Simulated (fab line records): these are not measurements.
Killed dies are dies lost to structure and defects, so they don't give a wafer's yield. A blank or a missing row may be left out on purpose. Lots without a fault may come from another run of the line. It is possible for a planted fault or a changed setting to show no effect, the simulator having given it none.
Comparing a struck lot with a sound one :: flow n5Finfet :: 36 out of 1938 route steps
Sound: the wafers L369.1, L369.2, L369.6. Struck: wafer L370.4. (L370.1, L370.6 of the same lot were not struck and are left out.) The cause comes at the end.
At each step with rows: each side's tool, then ch and its chambers, then its first start. Under that, the readings that differ: sound wafers :: struck wafers :: difference of the means :: sigmas: that difference in standard deviations of wafers without a fault.
alike: words and numbers the same on both sides, and readings whose means are apart by under 2 such deviations; not compared: readings that were withheld, readings missing a value for some wafer, numbers with overlapping values and no deviation given by the record, and bounds like >300 which may hide the same value.
Wherever a step has rows on one side only, a row that says differs or no value, or a row with sigmas, the two part there. When numbers do not overlap yet have no deviation, they are printed without sigmas and do not part them. A reading missing from all wafers of one side parts the sides only when that side holds two or more wafers.

first, 8 steps without rows for these wafers: N5_BEOL_M4_SPUTTER_96 (material Cu, target thk 4.5 nm, time 8.29 s); N5_BEOL_M4_ECD_50 (material Cu, target thk 300 nm); N5_BEOL_M4_ANNEAL_51 (time 90 s); N5_BEOL_M4_CMP_52 (polishes, stops on SiOC, t overpolish 6.8 s, target thk 40 nm); N5_BEOL_M4_PRE_CLEAN_60 (time 15 s); N5_BEOL_M4_CO_CAP_55 (material Co, precursor CCTBA/H2, target thk 2 nm, time 102.1 s); N5_BEOL_M4_PRE_CLEAN_56 (time 15 s); N5_BEOL_M4_DEP_57 (deposits SiCN from 3MS/NH3, target thk 8 nm, time 14 s).
N5_BEOL_M5_ILD_DEP_00: deposits SiCOH lowk from DEMS/porogen, target thk 140.64 nm, time 25.9 s.
  sound on pecvd-01 ch 0,1,2, day 9 08:55; struck on pecvd-01 ch 0, day 9 17:47
reading: model.SiCOH_lowk_of_BEOL_M5_ILD_DEP_00.thkNm (nm)
sound: 137.8 139.8 138.2
struck: 128.6
difference: -10.0
sigmas: 
  alike: heaterPowerOuterW, heaterPowerW, showerheadPlenumPTorr, throttleValvePct
then, 1 step without rows for these wafers: N5_BEOL_M5_CURE_79 (cures SiCOH lowk, time 240 s).
N5_BEOL_M5_THK_MEAS_01:
  sound on filmMetro-01, day 9 09:40; struck on filmMetro-02, day 9 18:21
reading: M5_ILD_THK (nm)
sound: 118.5 120.2 118.8
struck: 110.4
difference: -8.8
sigmas: -5
then, 23 steps without rows for these wafers: N5_BEOL_M5_PECVD_70 (deposits SiO2 from TEOS/O2, target thk 16 nm, time 18 s); N5_BEOL_M5_HM_DEP_02 (deposits TiN, target thk 20 nm); N5_BEOL_M5_COAT_59 (time 60 s, resist thk 60 nm); N5_BEOL_M5_COAT_60 (time 60 s, resist thk 12 nm); N5_BEOL_M5_COAT_71 (time 60 s, resist thk 5 nm); N5_BEOL_M5_COAT_05 (resist thk 30 nm); N5_BEOL_M5_EBR_07; N5_BEOL_M5_SOFTBAKE_06 (time 60 s); N5_BEOL_M5_EXPOSE_08 (exposes mask M5, target cd 28 nm); N5_BEOL_M5_PEB_09 (peb time 60 s); N5_BEOL_M5_DEVELOP_10 (develop time 30 s); N5_BEOL_M5_DESCUM_16 (chemistry O2, time 7 s); N5_BEOL_M5_ETCH_72 (etches underlayer in N2/H2, target depth 6.5 nm, time 5.2 s); N5_BEOL_M5_ETCH_61 (etches SiARC in CF4, target depth 15.6 nm, time 26 s); N5_BEOL_M5_ETCH_62 (etches SOC in N2/H2, target depth 75 nm, overetch 15 nm, time 112.5 s); N5_BEOL_M5_STRIP_63 (strips in N2/H2); N5_BEOL_M5_STRIP_73 (strips in N2/H2); N5_BEOL_M5_STRIP_64 (strips in CF4); N5_BEOL_M5_HM_OPEN_17 (chemistry Cl2/BCl3, target TiN, target depth 20 nm, overetch 6 nm); N5_BEOL_M5_STRIP_19 (strips in O2); N5_BEOL_M5_COAT_65 (time 60 s, resist thk 60 nm); N5_BEOL_M5_COAT_66 (time 60 s, resist thk 12 nm); N5_BEOL_M5_COAT_74 (time 60 s, resist thk 5 nm).
N5_BEOL_M5_CMP_52: polishes, stops on SiCOH lowk, t overpolish 6.9 s, target thk 62 nm.
  sound on cmp-02 ch 2,3, day 9 19:44; struck on cmp-02 ch 3, day 10 04:25
reading: model.SiCOH_lowk_of_BEOL_M5_ILD_DEP_00.thkNm (nm)
sound: 115.6 117.2 115.8
struck: 107.4
difference: -8.8
sigmas: 
  alike: motorCurrentA, platenRpm, retainingRingPressureFrac, slurryFilterDpKPa
then, 1 step without rows for these wafers: N5_PASSIVATION_PROBE_49.

## WHERE THEY PART
At N5_BEOL_M5_THK_MEAS_01 and nowhere else, as far as this record goes. Later steps at which nothing parts them and some readings are alike: N5_BEOL_M5_CMP_52.

WHY: whatever the simulator had introduced
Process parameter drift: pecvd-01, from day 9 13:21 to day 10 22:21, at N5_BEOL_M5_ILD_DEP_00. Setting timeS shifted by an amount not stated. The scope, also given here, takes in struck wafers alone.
